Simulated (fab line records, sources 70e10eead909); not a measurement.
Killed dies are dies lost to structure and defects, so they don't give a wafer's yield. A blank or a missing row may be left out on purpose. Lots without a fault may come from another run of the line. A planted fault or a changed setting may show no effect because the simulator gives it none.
Chamber matching | flow nand_harc | NHARC_P_GATE_DESCUM_61 on rie_diel-01: 4 sister chambers
The step chemistry O2, time 3 s. 4 wafers are shown with their chamber, then 9 later ones without.

WAFERS WITH THEIR CHAMBER
wafer  | chamber | showerhead_plenum_p_Torr (Torr)
L102.2 | 0       | 1.96
L106.1 | 2       | 2.01
L106.3 | 1       | 2.01
L106.5 | 3       | 1.78

WAFERS WITHOUT THEIR CHAMBER
wafer  | showerhead_plenum_p_Torr (Torr)
L107.1 | 2.01
L107.2 | 1.96
L107.4 | 2.02
L110.3 | 1.96
L110.4 | 2.01
L110.5 | 2.01
L116.1 | 1.77
L116.2 | 2.00
L116.3 | 2.01

WHICH CHAMBER EACH WENT THROUGH
wafer  | from the rows above     | in truth
L107.1 | can't be placed: 1 or 2 | 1
L107.2 | 0                       | 0
L107.4 | can't be placed: 1 or 2 | 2
L110.3 | 0                       | 0
L110.4 | can't be placed: 1 or 2 | 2
L110.5 | can't be placed: 1 or 2 | 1
L116.1 | 3                       | 3
L116.2 | can't be placed: 1 or 2 | 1
L116.3 | can't be placed: 1 or 2 | 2
Placed correctly: 3 of 9. Can't be placed from these rows: 6 (the true chamber is among the candidates in 6). Placed wrongly: 0.
How it was worked out, from the rows above alone: a wafer's distance from a chamber is the root of the sum, over the readings, of the square of ((its reading less the chamber's mean) divided by the reading's scatter). The wafer belongs to the nearest chamber; if the next one is less than 2 further off, it can't be placed. A chamber's mean is the mean of its shown wafers. The scatter: with one shown wafer a chamber, the root of the mean of the squares of how far each hidden wafer lies from its nearest shown one.
